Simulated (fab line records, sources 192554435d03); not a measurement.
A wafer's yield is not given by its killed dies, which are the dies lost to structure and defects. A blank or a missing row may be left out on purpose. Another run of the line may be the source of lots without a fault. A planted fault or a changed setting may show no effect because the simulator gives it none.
Which tool did it?	flow n5Finfet	6 lots with 18 wafers sampled at 2 steps, on a route of 1938 steps

## WHAT THE GAUGES READ, wafer by wafer
N5_BEOL_M15_CD_MEAS_17: target cd 360 nm.
lot	measured	on	cdNm (nm)
L265	day 11 12:24	cdSem-01	359.2 359.1 360.6
L268	day 12 04:56	cdSem-02	363.0 360.8 360.0
L270	day 12 17:35	cdSem-01	362.5 361.9 364.3
L273	day 13 10:46	cdSem-01	362.9 363.9 361.8
L274	day 13 13:56	cdSem-02	362.7 360.8 360.3
L280	day 16 09:14	cdSem-01	362.7 362.2 363.4

## WHICH TOOL RAN EACH LOT (tool, then ch and the chambers of the sampled wafers, then the start)
lot	N5_BEOL_M4_SPUTTER_79
L265	pvdSputter-01, day 8 01:52
L268	pvdSputter-02, day 8 21:14
L270	pvdSputter-02, day 9 10:34
L273	pvdSputter-03, day 9 18:34
L274	pvdSputter-01, day 10 03:08
L280	pvdSputter-01, day 12 18:51
- N5_BEOL_M4_SPUTTER_79: material Cu, target thk 4.5 nm, time 8.29 s.

## THE ANSWER, worked out from the rows above alone
Rule: the lots themselves supply what counts as usual. The widest of any qualifying gaps counts: lots, ordered by their means at a reading, are off when they make up no more than a third of the lots, leave a main group of 4 or more, and stand apart from it by 3 or more times the standard deviation of that group's means. Not used: any main group whose means are identical at the precision the tables above print for the reading. Also off: a lot with no number at a reading for which 4 or more lots have one. All remaining lots with rows at the step are treated as sound.
None of the lots is off at any reading shown; this tells nothing.

## WHAT HAD BEEN PUT IN BY THE SIMULATOR
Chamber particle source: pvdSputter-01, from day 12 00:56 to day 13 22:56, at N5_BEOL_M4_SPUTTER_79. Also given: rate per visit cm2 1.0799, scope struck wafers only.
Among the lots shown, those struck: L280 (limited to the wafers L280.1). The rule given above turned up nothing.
